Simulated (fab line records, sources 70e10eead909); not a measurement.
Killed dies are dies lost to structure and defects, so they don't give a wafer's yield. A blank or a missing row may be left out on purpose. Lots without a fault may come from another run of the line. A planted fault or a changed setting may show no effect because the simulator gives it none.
fab line records | flow nand_harc
record lots=5 wafers=15 last_day=23
route steps=1159 shown A_STAIRCASE@527
lots that met no fault: from a run of the same line without faults
start_h: hours from the record's first day to the start of the lot's first wafer shown | wait_h: hours since the lot's step before | " the same as in the row above | L1.1+2: a row that stands for several wafers | - no value, or no start given | * or withheld: withheld | < > ~ a bound
route shown NAME@n: a module of which the file shows steps, and the number in the route of the first | usual: mean/standard deviation of fault-free wafers | same: alike in all rows | chamber/n: place in a boat | sites: the reading at each site | _std_site: their standard deviation | _edge_site: outer sites' mean less inner sites' | radius_mm: how far each site lies from the wafer's centre | mask NAME#n: copy n | behind: the tool/chamber that last shaped the wafer | hold: why the lot was held/for how many hours/how that ended | device: the transistor (n, p or np) that didn't switch | end of line: the same wafers' tests at the end of the route | a step without rows: its recipe alone | killed: dies lost to structure and defects at the first sort, not the wafer's yield | map: a wafer's dies, x killed, . not, _ none there
set.NAME: the setting as run; set.NAME@STEP: as run at that earlier step | model.NAME: the simulator's own value behind a step, which no gauge read
lots at some steps of the route; a table a step, a row a wafer
services: from which hour (start_h, from the record's first day; less than 0 if before it) a tool's chamber was out of use, for how many hours, and why
## steps
# step NHARC_A_STAIRCASE_DEVELOP_165
# recipe time_s=140
# columns lot.wafer tool chamber start_h wait_h
L075.1+4+6 litho_track-03 0 - -
L076.1+3+6 litho_track-03 0 - -
L080.1+3+5 litho_track-05 0 - -
L089.3+4+6 litho_track-02 0 - -
L093.3+4+5 litho_track-02 0 - -
# step NHARC_A_STAIRCASE_HARDBAKE_167
# recipe temp_c=120 time_s=140
# columns lot.wafer tool chamber start_h wait_h
L075.1+4+6 litho_track-05 0 244.52 -
L076.1+3+6 litho_track-05 0 253.37 -
L080.1+3+5 litho_track-03 0 263.00 -
L089.3+4+6 litho_track-02 0 332.63 -
L093.3+4+5 litho_track-03 0 335.87 -
# step NHARC_A_STAIRCASE_DESCUM_168
# recipe time_s=3 o2_flow_sccm=200 ar_flow_sccm=0 bias_power_w=0 chemistry=O2
# usual drypump_motor_current_A=5.8/0.42 oes_product_au=0.997/0.013 rf_vpp_V=57.9/0.88 showerhead_plenum_p_Torr=1.93/0.11 throttle_valve_pct=11.312/0.0095
# columns lot.wafer tool chamber start_h wait_h drypump_motor_current_A oes_product_au rf_hours_counter_h rf_vpp_V showerhead_plenum_p_Torr throttle_valve_pct
L075.4 rie_diel-12 1 244.62 - 6.0 0.992 9 57.9 2.07 11.309
L075.1 " 2 " " 5.3 0.987 10 56.9 1.82 11.307
L075.6 " 1 " " 5.9 0.990 - 59.7 2.07 11.316
L076.1 rie_diel-12 1 253.46 - 5.9 0.995 12 58.6 2.07 11.309
L076.3 " 2 " " 5.3 0.991 13 58.1 1.81 11.305
L076.6 " 2 " " 5.3 0.988 - 57.0 1.82 11.315
L080.3 rie_diel-12 2 263.26 - 5.3 0.982 16 58.3 1.81 11.286
L080.1 " 3 " " 5.6 1.009 16 58.1 1.98 11.302
L080.5 " 0 " " 6.1 0.974 - 57.6 1.99 11.315
L089.4 rie_diel-11 3 332.72 - 6.6 1.010 53 58.1 1.79 11.320
L089.3 " 1 " " 5.7 1.031 55 59.8 2.04 11.309
L089.6 " 3 " " 6.6 1.021 - 59.2 1.79 11.306
L093.3 rie_diel-12 0 335.97 - 6.1 0.984 39 58.5 1.99 11.322
L093.4 " 1 " " 6.0 0.992 40 58.9 2.06 11.316
L093.5 " 0 " " 6.1 0.986 - 58.7 1.99 11.321
# step NHARC_A_STAIRCASE_ETCH_169
# recipe target_depth_a=500 time_s=107.1 ion_energy_ev=120 ch3f_flow_sccm=50 o2_flow_sccm=30 ar_flow_sccm=200 rf_w=500 bias_w=100 chemistry=CH3F/O2
# usual drypump_motor_current_A=5.8/0.44 oes_product_au=0.944/0.023 rf_vpp_V=244.6/2.1 showerhead_plenum_p_Torr=2.47/0.13 throttle_valve_pct=20.663/0.0094
# columns lot.wafer tool chamber start_h wait_h drypump_motor_current_A oes_product_au rf_hours_counter_h rf_vpp_V showerhead_plenum_p_Torr throttle_valve_pct
L075.1 rie_diel-12 1 244.70 0.1 5.9 0.966 9 247.1 2.66 20.656
L075.4 " 0 " " 6.1 0.953 10 245.7 2.56 20.667
L075.6 " 1 " " 5.9 0.951 - 246.8 2.66 20.660
L076.3 rie_diel-12 1 253.54 0.1 6.0 0.961 12 247.2 2.66 20.668
L076.1 " 0 " " 6.1 0.967 13 246.0 2.56 20.663
L076.6 " 2 " " 5.3 0.956 - 243.4 2.34 20.659
L080.3 rie_diel-12 3 263.43 0.2 5.5 0.961 16 246.5 2.54 20.663
L080.1 " 1 " " 5.9 0.940 16 246.9 2.65 20.666
L080.5 " 3 " " 5.5 0.963 - 244.9 2.54 20.673
L089.4 rie_diel-11 2 332.79 0.1 6.1 0.954 54 246.8 2.64 20.675
L089.3 " 3 " " 6.6 0.955 53 242.4 2.31 20.659
L089.6 " 3 " " 6.7 0.959 - 241.2 2.30 20.666
L093.3 rie_diel-12 0 336.28 0.3 6.1 0.893 40 244.2 2.55 20.657
L093.4 " 1 " " 5.9 0.912 40 247.3 2.64 20.689
L093.5 " 0 " " 6.1 0.904 - 245.5 2.55 20.666
# step NHARC_A_STAIRCASE_ETCH_170
# recipe target_depth_a=2000 time_s=66.667 ion_energy_ev=250 c4f6_flow_sccm=25 o2_flow_sccm=20 ar_flow_sccm=500 rf_w=600 bias_w=500 chemistry=C4F6/O2
# usual drypump_motor_current_A=5.8/0.44 oes_product_au=0.964/0.018 rf_vpp_V=547/4.1 showerhead_plenum_p_Torr=3.96/0.2 throttle_valve_pct=26.903/0.0094
# columns lot.wafer tool chamber start_h wait_h drypump_motor_current_A oes_product_au rf_hours_counter_h rf_vpp_V showerhead_plenum_p_Torr throttle_valve_pct
L075.1 rie_diel-12 0 - - 6.1 0.961 10 550 4.08 26.903
L075.4 " 3 " " 5.6 0.999 11 550 4.05 26.913
L075.6 " 1 " " 5.9 0.966 - 553 4.22 26.897
L076.1 rie_diel-12 2 - - 5.3 0.961 13 543 3.74 26.901
L076.3 " 3 " " 5.5 0.991 13 550 4.05 26.910
L076.6 " 3 " " 5.6 0.994 - 549 4.05 26.915
L080.1 rie_diel-12 2 - - 5.4 0.963 16 544 3.74 26.897
L080.3 " 3 " " 5.6 0.983 17 549 4.05 26.900
L080.5 " 0 " " 6.1 0.957 - 551 4.08 26.912
L089.4 rie_diel-11 0 - - 5.8 0.986 49 541 3.74 26.883
L089.3 " 1 " " 5.7 1.001 55 552 4.16 26.888
L089.6 " 1 " " 5.7 1.000 - 552 4.16 26.893
L093.4 rie_diel-12 0 - - 6.1 0.945 40 551 4.06 26.903
L093.3 " 1 " " 5.9 0.944 40 551 4.20 26.913
L093.5 " 0 " " 6.1 0.934 - 550 4.06 26.920
# step NHARC_A_STAIRCASE_STRIP_171
# recipe power_w=1500 temp_c=250 chemistry=O2
# usual drypump_motor_current_A=6.2/0.33 heater_power_w=311/38
# columns lot.wafer tool chamber start_h wait_h drypump_motor_current_A heater_power_w rf_hours_counter_h
L075.1 plasma_asher-02 0 244.98 - 5.7 273 18
L075.4 " 1 " " 6.1 290 -
L075.6 " 1 " " 6.1 292 -
L076.1 plasma_asher-01 1 253.78 - 6.5 339 50
L076.3 " 1 " " 6.5 323 -
L076.6 " 1 " " 6.5 325 -
L080.1 plasma_asher-02 1 263.89 - 6.1 282 24
L080.3 " 0 " " 5.7 273 -
L080.5 " 1 " " 6.1 285 -
L089.3 plasma_asher-01 0 333.12 - 6.5 375 -
L089.4 " 1 " " 6.4 310 -
L089.6 " 0 " " 6.5 376 -
L093.3 plasma_asher-01 1 336.61 - 6.5 314 -
L093.4 " 0 " " 6.4 373 -
L093.5 " 1 " " 6.5 322 -
# step NHARC_A_STAIRCASE_STRIP_172
# recipe time_s=900 temp_c=130 chemistry=SPM
# columns lot.wafer tool chamber start_h wait_h
L075.1+4+6 wet_bench-09 6,7,1 245.29 0.3
L076.6+1+3 wet_bench-06 5,1,2 254.13 0.1
L080.5+3+1 wet_bench-06 4,0,1 264.24 0.1
L089.3+4+6 wet_bench-09 0,3,4 333.38 0.2
L093.4+5+3 wet_bench-09 0,2,5 336.87 0.2
# step NHARC_A_STAIRCASE_PRECLEAN_173
# recipe time_s=* temp_c=50 bath_age_min=0 chemistry=SC1
# columns lot.wafer tool chamber start_h wait_h
L075.1+4+6 wet_bench-09 6,7,1 - -
L076.6+1+3 wet_bench-06 5,1,2 - -
L080.5+3+1 wet_bench-06 4,0,1 - -
L089.3+4+6 wet_bench-09 0,3,4 - -
L093.4+5+3 wet_bench-09 0,2,5 - -
# step NHARC_A_STAIRCASE_SRD_174
# columns lot.wafer tool chamber start_h wait_h
L075.1+4+6 wet_bench-09 6,7,1 - -
L076.6+1+3 wet_bench-06 5,1,2 - -
L080.5+3+1 wet_bench-06 4,0,1 - -
L089.3+4+6 wet_bench-09 0,3,4 - -
L093.4+5+3 wet_bench-09 0,2,5 - -
# step NHARC_A_STAIRCASE_DEHYDRATE_01
# recipe temp_c=150 time_s=120
# columns lot.wafer tool chamber start_h wait_h
L075.1+4+6 litho_track-05 0 245.74 -
L076.1+3+6 litho_track-05 0 254.59 -
L080.1+3+5 litho_track-05 0 264.70 -
L089.3+4+6 litho_track-02 0 333.85 -
L093.3+4+5 litho_track-05 0 337.33 -
# step NHARC_A_STAIRCASE_HMDS_02
# recipe time_s=30
# columns lot.wafer tool chamber start_h wait_h
L075.1+4+6 litho_track-05 0 - -
L076.1+3+6 litho_track-05 0 - -
L080.1+3+5 litho_track-05 0 - -
L089.3+4+6 litho_track-02 0 - -
L093.3+4+5 litho_track-05 0 - -
# step NHARC_A_STAIRCASE_COAT_03
# recipe spin_rpm=1200
# columns lot.wafer tool chamber start_h wait_h
L075.1+4+6 litho_track-05 0 - -
L076.1+3+6 litho_track-05 0 - -
L080.1+3+5 litho_track-05 0 - -
L089.3+4+6 litho_track-02 0 - -
L093.3+4+5 litho_track-05 0 - -
# step NHARC_A_STAIRCASE_SOFTBAKE_04
# recipe temp_c=135 time_s=170
# columns lot.wafer tool chamber start_h wait_h
L075.1+4+6 litho_track-05 0 - -
L076.1+3+6 litho_track-05 0 - -
L080.1+3+5 litho_track-05 0 - -
L089.3+4+6 litho_track-02 0 - -
L093.3+4+5 litho_track-05 0 - -
# step NHARC_A_STAIRCASE_EBR_05
# columns lot.wafer tool chamber start_h wait_h
L075.1+4+6 litho_track-05 0 - -
L076.1+3+6 litho_track-05 0 - -
L080.1+3+5 litho_track-05 0 - -
L089.3+4+6 litho_track-02 0 - -
L093.3+4+5 litho_track-05 0 - -
# step NHARC_A_STAIRCASE_EXPOSE_06
# recipe na=0.5 dose_mj=25.43 mask_id=STAIR
# usual stage_vel_mm_s=499.97/0.27
# columns lot.wafer tool chamber start_h wait_h mask stage_vel_mm_s
L075.1 krf_scanner-04 0 246.12 - STAIR#0 500.02
L075.4 " 0 " " STAIR#0 499.87
L075.6 " 0 " " STAIR#0 499.65
L076.1 krf_scanner-03 0 254.92 - STAIR#0 500.11
L076.3 " 0 " " STAIR#0 499.83
L076.6 " 0 " " STAIR#0 499.90
L080.1 krf_scanner-03 0 265.03 - STAIR#0 499.97
L080.3 " 0 " " STAIR#0 499.83
L080.5 " 0 " " STAIR#0 499.78
L089.3 krf_scanner-01 0 334.19 - STAIR#0 499.63
L089.4 " 0 " " STAIR#0 500.38
L089.6 " 0 " " STAIR#0 500.04
L093.3 krf_scanner-03 0 337.68 - STAIR#0 499.94
L093.4 " 0 " " STAIR#0 499.85
L093.5 " 0 " " STAIR#0 500.21
# step NHARC_A_STAIRCASE_PEB_07
# recipe peb_temp_c=115 peb_time_s=130
# columns lot.wafer tool chamber start_h wait_h
L075.1+4+6 litho_track-02 0 246.19 0.1
L076.1+3+6 litho_track-02 0 254.98 0.1
L080.1+3+5 litho_track-03 0 265.10 0.1
L089.3+4+6 litho_track-03 0 334.25 0.0
L093.3+4+5 litho_track-03 0 337.74 0.1
# step NHARC_A_STAIRCASE_DEVELOP_08
# recipe time_s=140
# columns lot.wafer tool chamber start_h wait_h
L075.1+4+6 litho_track-02 0 - -
L076.1+3+6 litho_track-02 0 - -
L080.1+3+5 litho_track-03 0 - -
L089.3+4+6 litho_track-03 0 - -
L093.3+4+5 litho_track-03 0 - -
# step NHARC_A_STAIRCASE_HARDBAKE_10
# recipe temp_c=120 time_s=140
# columns lot.wafer tool chamber start_h wait_h
L075.1+4+6 litho_track-05 0 246.41 -
L076.1+3+6 litho_track-03 0 255.20 -
L080.1+3+5 litho_track-03 0 265.32 -
L089.3+4+6 litho_track-05 0 334.47 -
L093.3+4+5 litho_track-02 0 337.97 -
# step NHARC_A_STAIRCASE_DESCUM_11
# recipe time_s=3 o2_flow_sccm=200 ar_flow_sccm=0 bias_power_w=0 chemistry=O2
# usual drypump_motor_current_A=5.9/0.51 oes_product_au=0.996/0.015 rf_vpp_V=57.8/0.93 showerhead_plenum_p_Torr=1.92/0.11 throttle_valve_pct=11.311/0.0085
# columns lot.wafer tool chamber start_h wait_h drypump_motor_current_A oes_product_au rf_hours_counter_h rf_vpp_V showerhead_plenum_p_Torr throttle_valve_pct
L075.1 rie_diel-11 1 246.50 - 5.7 1.011 19 58.0 2.05 11.313
L075.4 " 3 " " 6.6 0.991 - 58.6 1.80 11.296
L075.6 " 0 " " 5.8 1.001 - 58.2 1.82 11.322
L076.1 rie_diel-12 3 255.31 - 5.6 1.011 14 58.9 1.98 11.320
L076.3 " 0 " " 6.1 0.985 13 58.3 2.00 11.305
L076.6 " 2 " " 5.3 0.983 - 57.7 1.81 11.304
L080.1 rie_diel-11 3 265.41 - 6.6 0.990 29 57.7 1.80 11.310
L080.3 " 1 " " 5.7 1.001 28 57.9 2.05 11.303
L080.5 " 1 " " 5.7 1.004 - 58.4 2.05 11.318
L089.3 rie_diel-05 1 335.04 - 5.7 1.004 63 56.4 1.88 11.324
L089.4 " 2 " " 6.1 0.972 63 57.9 1.82 11.316
L089.6 " 0 " " 4.8 0.988 - 58.6 1.89 11.313
L093.3 rie_diel-11 2 338.05 - 6.1 0.993 56 58.6 2.06 11.321
L093.4 " 3 " " 6.6 1.011 55 57.8 1.79 11.336
L093.5 " 2 " " 6.1 0.997 - 58.7 2.06 11.305
# step NHARC_A_STAIRCASE_TRIM_12
# recipe time_s=211.2 o2_flow_sccm=500 ar_flow_sccm=0 bias_w=0 chemistry=O2
# usual drypump_motor_current_A=5.9/0.51 oes_product_au=0.997/0.013 rf_vpp_V=57.7/0.92 showerhead_plenum_p_Torr=3.52/0.18 throttle_valve_pct=17.036/0.0092
# columns lot.wafer tool chamber start_h wait_h drypump_motor_current_A oes_product_au rf_hours_counter_h rf_vpp_V showerhead_plenum_p_Torr throttle_valve_pct
L075.1 rie_diel-11 0 246.61 0.1 5.8 0.984 21 58.6 3.37 17.036
L075.6 " 1 " " 5.7 1.007 - 58.7 3.77 17.056
L075.4 " 3 " " 6.6 0.988 - 55.9 3.33 17.029
L076.1 rie_diel-12 3 255.39 0.1 5.5 1.012 14 57.6 3.65 17.036
L076.3 " 0 " " 6.1 0.989 13 57.5 3.67 17.038
L076.6 " 2 " " 5.4 0.989 - 57.0 3.36 17.039
L080.3 rie_diel-11 2 265.51 0.1 6.1 0.978 27 57.9 3.79 17.033
L080.1 " 1 " " 5.7 1.012 28 58.1 3.76 17.027
L080.5 " 3 " " 6.7 0.996 - 56.8 3.33 17.044
L089.3 rie_diel-05 0 335.36 0.3 4.7 0.995 58 55.8 3.48 17.028
L089.4 " 2 " " 6.1 0.982 63 56.2 3.36 17.042
L089.6 " 0 " " 4.8 0.994 - 57.9 3.48 17.053
L093.4 rie_diel-11 1 338.15 0.1 5.7 1.023 58 58.0 3.75 17.041
L093.3 " 2 " " 6.1 0.998 56 57.2 3.78 17.038
L093.5 " 0 " " 5.8 1.000 - 56.9 3.36 17.039
# step NHARC_A_STAIRCASE_ETCH_13
# recipe target_depth_a=1000 time_s=40.5 ion_energy_ev=400 c4f8_flow_sccm=20 o2_flow_sccm=10 ar_flow_sccm=withheld rf_w=600 bias_w=1000 chemistry=C4F8/O2
# usual oes_product_au=0.936/0.017 rf_vpp_V=896/6.8
# columns lot.wafer tool chamber start_h wait_h oes_product_au rf_hours_counter_h rf_vpp_V
L075.1 rie_diel-11 0 - - 0.926 21 891
L075.4 " 1 " " 0.960 - 904
L075.6 " 3 " " 0.927 - 888
L076.1 rie_diel-12 0 - - 0.948 14 902
L076.3 " 1 " " 0.955 13 906
L076.6 " 0 " " 0.942 - 902
L080.3 rie_diel-11 3 - - 0.935 29 887
L080.1 " 0 " " 0.979 25 890
L080.5 " 1 " " 0.947 - 902
L089.3 rie_diel-05 0 - - 0.917 59 894
L089.4 " 1 " " 0.914 63 896
L089.6 " 0 " " 0.912 - 893
L093.4 rie_diel-11 0 - - 0.931 53 889
L093.3 " 1 " " 0.944 58 903
L093.5 " 3 " " 0.934 - 888
# step NHARC_A_STAIRCASE_TRIM_14
# recipe time_s=211.2 o2_flow_sccm=500 ar_flow_sccm=0 bias_w=0 chemistry=O2
# usual drypump_motor_current_A=5.9/0.49 oes_product_au=0.995/0.014 rf_vpp_V=57.9/0.98 showerhead_plenum_p_Torr=3.51/0.18 throttle_valve_pct=17.037/0.0086
# columns lot.wafer tool chamber start_h wait_h drypump_motor_current_A oes_product_au rf_hours_counter_h rf_vpp_V showerhead_plenum_p_Torr throttle_valve_pct
L075.1 rie_diel-11 3 - - 6.6 1.001 21 56.3 3.33 17.049
L075.6 " 0 " " 5.8 1.004 - 58.7 3.37 17.055
L075.4 " 1 " " 5.7 1.009 - 57.5 3.77 17.045
L076.1 rie_diel-12 0 - - 6.1 0.985 14 59.6 3.67 17.025
L076.3 " 1 " " 5.9 0.985 13 58.4 3.80 17.031
L076.6 " 1 " " 5.9 0.985 - 60.2 3.80 17.034
L080.3 rie_diel-11 0 - - 5.8 1.003 25 56.9 3.37 17.026
L080.1 " 1 " " 5.7 1.019 28 57.5 3.76 17.033
L080.5 " 2 " " 6.1 0.984 - 56.4 3.79 17.039
L089.4 rie_diel-05 3 - - 6.5 1.010 59 58.1 3.29 17.040
L089.3 " 0 " " 4.8 0.984 59 58.9 3.48 17.047
L089.6 " 1 " " 5.7 0.992 - 59.0 3.47 17.041
L093.3 rie_diel-11 3 - - 6.6 0.993 55 57.7 3.31 17.040
L093.4 " 0 " " 5.8 1.020 53 56.5 3.36 17.042
L093.5 " 3 " " 6.7 1.004 - 56.9 3.31 17.040
# step NHARC_A_STAIRCASE_ETCH_15
# recipe target_depth_a=1000 time_s=40.5 ion_energy_ev=400 c4f8_flow_sccm=20 o2_flow_sccm=10 ar_flow_sccm=withheld rf_w=600 bias_w=1000 chemistry=C4F8/O2
# usual oes_product_au=0.938/0.016 rf_vpp_V=896/6.6
# columns lot.wafer tool chamber start_h wait_h oes_product_au rf_hours_counter_h rf_vpp_V
L075.1 rie_diel-11 3 - - 0.914 21 891
L075.4 " 1 " " 0.928 19 904
L075.6 " 3 " " 0.927 - 889
L076.1 rie_diel-12 3 - - 0.952 14 901
L076.3 " 1 " " 0.933 13 906
L076.6 " 3 " " 0.951 - 901
L080.3 rie_diel-11 1 - - 0.961 28 904
L080.1 " 2 " " 0.925 27 907
L080.5 " 3 " " 0.935 - 889
L089.3 rie_diel-05 3 - - 0.954 59 887
L089.4 " 0 " " 0.929 59 893
L089.6 " 1 " " 0.921 - 894
L093.4 rie_diel-11 0 - - 0.940 53 889
L093.3 " 1 " " 0.948 58 904
L093.5 " 1 " " 0.958 - 904
# step NHARC_A_STAIRCASE_TRIM_16
# recipe time_s=211.2 o2_flow_sccm=500 ar_flow_sccm=0 bias_w=0 chemistry=O2
# usual drypump_motor_current_A=5.9/0.49 oes_product_au=0.996/0.013 rf_vpp_V=57.6/0.87 showerhead_plenum_p_Torr=3.52/0.18 throttle_valve_pct=17.037/0.0091
# columns lot.wafer tool chamber start_h wait_h drypump_motor_current_A oes_product_au rf_hours_counter_h rf_vpp_V showerhead_plenum_p_Torr throttle_valve_pct
L075.1 rie_diel-11 0 - - 5.8 0.991 21 57.7 3.37 17.044
L075.4 " 2 " " 6.1 0.987 19 58.3 3.80 17.050
L075.6 " 0 " " 5.8 0.995 - 56.3 3.37 17.020
L076.3 rie_diel-12 1 - - 5.9 0.990 13 58.5 3.80 17.036
L076.1 " 2 " " 5.4 0.972 13 55.7 3.36 17.030
L076.6 " 3 " " 5.6 1.017 - 57.1 3.65 17.042
L080.3 rie_diel-11 3 - - 6.6 0.986 30 57.2 3.33 17.057
L080.1 " 1 " " 5.7 1.013 30 58.4 3.76 17.032
L080.5 " 0 " " 5.8 0.998 - 57.7 3.37 17.052
L089.4 rie_diel-05 2 - - 6.1 0.972 64 57.2 3.36 17.038
L089.3 " 1 " " 5.7 1.003 64 56.9 3.47 17.046
L089.6 " 3 " " 6.5 1.015 - 55.2 3.29 17.020
L093.3 rie_diel-11 0 - - 5.8 1.003 53 58.6 3.35 17.048
L093.4 " 2 " " 6.1 0.983 56 57.7 3.78 17.050
L093.5 " 3 " " 6.6 1.009 - 58.9 3.31 17.032
# step NHARC_A_STAIRCASE_ETCH_17
# recipe target_depth_a=1000 time_s=40.5 ion_energy_ev=400 c4f8_flow_sccm=20 o2_flow_sccm=10 ar_flow_sccm=withheld rf_w=600 bias_w=1000 chemistry=C4F8/O2
# usual oes_product_au=0.941/0.02 rf_vpp_V=896/6.6
# columns lot.wafer tool chamber start_h wait_h oes_product_au rf_hours_counter_h rf_vpp_V
L075.1 rie_diel-11 1 - - 0.940 19 905
L075.4 " 3 " " 0.930 21 889
L075.6 " 2 " " 0.921 - 905
L076.1 rie_diel-12 0 - - 0.912 14 900
L076.3 " 1 " " 0.933 13 907
L076.6 " 2 " " 0.922 - 890
L080.3 rie_diel-11 1 - - 0.961 30 905
L080.1 " 3 " " 0.946 30 889
L080.5 " 0 " " 0.939 - 891
L089.3 rie_diel-05 3 - - 0.948 60 886
L089.4 " 1 " " 0.930 64 894
L089.6 " 0 " " 0.927 - 893
L093.3 rie_diel-11 3 - - 0.931 56 889
L093.4 " 0 " " 0.949 53 890
L093.5 " 2 " " 0.931 - 906
# step NHARC_A_STAIRCASE_TRIM_18
# recipe time_s=211.2 o2_flow_sccm=500 ar_flow_sccm=0 bias_w=0 chemistry=O2
# usual drypump_motor_current_A=5.9/0.5 oes_product_au=0.996/0.014 rf_vpp_V=57.7/0.94 showerhead_plenum_p_Torr=3.51/0.18 throttle_valve_pct=17.038/0.0086
# columns lot.wafer tool chamber start_h wait_h drypump_motor_current_A oes_product_au rf_hours_counter_h rf_vpp_V showerhead_plenum_p_Torr throttle_valve_pct
L075.4 rie_diel-11 3 - - 6.6 0.995 21 57.3 3.33 17.031
L075.1 " 2 " " 6.1 0.982 19 57.7 3.80 17.041
L075.6 " 0 " " 5.8 0.994 - 56.5 3.37 17.058
L076.3 rie_diel-12 3 - - 5.6 1.022 14 58.7 3.65 17.032
L076.1 " 1 " " 5.9 0.986 13 58.2 3.80 17.046
L076.6 " 2 " " 5.4 0.990 - 58.7 3.36 17.027
L080.3 rie_diel-11 2 - - 6.1 0.975 29 59.9 3.79 17.035
L080.1 " 1 " " 5.7 1.005 30 58.2 3.76 17.037
L080.5 " 2 " " 6.1 0.977 - 58.3 3.79 17.047
L089.3 rie_diel-05 2 - - 6.1 0.980 64 56.6 3.36 17.041
L089.4 " 0 " " 4.7 0.987 59 56.5 3.48 17.029
L089.6 " 2 " " 6.1 0.970 - 57.0 3.36 17.034
L093.3 rie_diel-11 3 - - 6.6 0.996 56 56.1 3.31 17.033
L093.4 " 1 " " 5.7 1.031 58 57.5 3.75 17.044
L093.5 " 3 " " 6.6 1.002 - 57.9 3.31 17.043
# step NHARC_A_STAIRCASE_ETCH_19
# recipe target_depth_a=1000 time_s=40.5 ion_energy_ev=400 c4f8_flow_sccm=20 o2_flow_sccm=10 ar_flow_sccm=withheld rf_w=600 bias_w=1000 chemistry=C4F8/O2
# usual oes_product_au=0.936/0.015 rf_vpp_V=896/6.6
# columns lot.wafer tool chamber start_h wait_h oes_product_au rf_hours_counter_h rf_vpp_V
L075.4 rie_diel-11 1 - - 0.961 19 906
L075.1 " 0 " " 0.927 21 890
L075.6 " 1 " " 0.967 - 904
L076.3 rie_diel-12 3 - - 0.943 14 899
L076.1 " 0 " " 0.912 14 900
L076.6 " 3 " " 0.953 - 902
L080.3 rie_diel-11 2 - - 0.912 29 904
L080.1 " 0 " " 0.935 26 891
L080.5 " 2 " " 0.917 - 905
L089.4 rie_diel-05 1 - - 0.933 64 894
L089.3 " 3 " " 0.951 60 888
L089.6 " 0 " " 0.937 - 896
L093.4 rie_diel-11 1 - - 0.975 59 905
L093.3 " 2 " " 0.942 56 904
L093.5 " 1 " " 0.966 - 904
## services
# columns tool chamber start_h hours kind
rie_diel-11 0 223.02 - clean
rie_diel-11 1 223.02 - clean
rie_diel-11 2 223.02 - clean
rie_diel-11 3 223.02 - clean
krf_scanner-01 - 234.46 1.4 repair
litho_track-05 - 237.00 7.0 pm
rie_diel-11 2 242.83 4.5 repair
rie_diel-11 0 247.52 - clean
rie_diel-11 1 247.52 - clean
rie_diel-11 2 247.52 - clean
krf_scanner-01 - 256.00 4.0 pm
rie_diel-11 0 259.02 6.5 repair
krf_scanner-01 - 261.67 0.6 repair
krf_scanner-04 - 264.56 5.1 repair
plasma_asher-01 - 276.05 9.0 pm
krf_scanner-03 - 284.73 0.4 repair
wet_bench-09 - 288.80 8.0 pm
krf_scanner-04 - 298.00 4.0 pm
krf_scanner-01 - 302.74 0.4 repair
krf_scanner-04 - 303.49 1.5 repair
wet_bench-06 - 305.60 8.0 pm
plasma_asher-01 - 306.97 4.4 repair
krf_scanner-03 - 315.80 3.7 repair
wet_bench-06 - 323.20 12.8 repair
## key
fault none
